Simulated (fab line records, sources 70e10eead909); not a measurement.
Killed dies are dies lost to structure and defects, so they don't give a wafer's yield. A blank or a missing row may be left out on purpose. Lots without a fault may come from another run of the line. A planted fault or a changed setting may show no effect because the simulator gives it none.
Chamber matching | flow nand_harc | NHARC_P_BONDPAD_DESCUM_11 on rie_diel-04: 4 sister chambers
The step chemistry O2, time 3 s. 18 wafers are shown with their chamber, then 9 later ones without.

WAFERS WITH THEIR CHAMBER
wafer  | chamber | drypump_motor_current_A (A) | throttle_valve_pct (%) | oes_product_au (a.u.)
L750.2 | 1       | 6.2                         | 11.313                 | 1.002
L750.5 | 2       | 5.5                         | 11.314                 | 1.017
L750.6 | 1       | 6.2                         | 11.339                 | 1.010
L749.2 | 0       | 5.5                         | 11.304                 | 1.003
L749.3 | 2       | 5.4                         | 11.311                 | 1.000
L749.4 | 3       | 5.9                         | 11.312                 | 0.999
L751.2 | 0       | 5.5                         | 11.308                 | 0.993
L751.3 | 3       | 5.9                         | 11.301                 | 1.003
L751.5 | 0       | 5.5                         | 11.320                 | 1.016
L753.2 | 0       | 5.4                         | 11.305                 | 1.000
L753.3 | 1       | 6.2                         | 11.328                 | 0.999
L753.4 | 3       | 5.9                         | 11.316                 | 0.995
L757.1 | 3       | 5.9                         | 11.292                 | 0.992
L757.4 | 0       | 5.5                         | 11.312                 | 1.006
L757.5 | 0       | 5.5                         | 11.313                 | 0.992
L759.1 | 2       | 5.5                         | 11.322                 | 1.005
L759.2 | 3       | 5.9                         | 11.314                 | 1.009
L759.3 | 0       | 5.4                         | 11.307                 | 1.000

SIGNATURES (means of the wafers above)
reading                 | chamber 0 | chamber 1 | chamber 2 | chamber 3 | scatter within a chamber
drypump_motor_current_A | 5.471     | 6.200     | 5.467     | 5.900     | 0.0387
throttle_valve_pct      | 11.30986  | 11.32667  | 11.31567  | 11.30700  | 0.00849
oes_product_au          | 1.00143   | 1.00367   | 1.00733   | 0.99960   | 0.00754
Rule: a wafer's distance from a chamber is the root of the sum, over the readings, of the square of ((its reading less the chamber's mean) divided by the reading's scatter). The wafer belongs to the nearest chamber; if the next one is less than 2 further off, it can't be placed. The scatter: the root of (the sum of the squares of (reading less its chamber's mean) over the shown wafers, divided by (wafers less chambers)).

WAFERS WITHOUT THEIR CHAMBER
wafer  | drypump_motor_current_A (A) | throttle_valve_pct (%) | oes_product_au (a.u.)
L768.2 | 5.4                         | 11.313                 | 1.027
L768.3 | 5.9                         | 11.306                 | 1.011
L768.6 | 5.9                         | 11.314                 | 1.011
L767.3 | 5.9                         | 11.302                 | 1.001
L767.5 | 5.5                         | 11.312                 | 1.013
L767.6 | 5.9                         | 11.328                 | 1.005
L772.2 | 5.5                         | 11.318                 | 1.013
L772.3 | 5.4                         | 11.313                 | 1.013
L772.6 | 5.4                         | 11.315                 | 1.017

WHICH CHAMBER EACH WENT THROUGH
wafer  | from the rows above     | in truth
L768.2 | can't be placed: 2 or 0 | 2
L768.3 | 3                       | 3
L768.6 | 3                       | 3
L767.3 | 3                       | 3
L767.5 | can't be placed: 2 or 0 | 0
L767.6 | 3                       | 3
L772.2 | can't be placed: 2 or 0 | 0
L772.3 | can't be placed: 2 or 0 | 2
L772.6 | can't be placed: 2 or 0 | 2
Placed correctly: 4 of 9. Can't be placed from these rows: 5 (the true chamber is among the candidates in 5). Placed wrongly: 0.
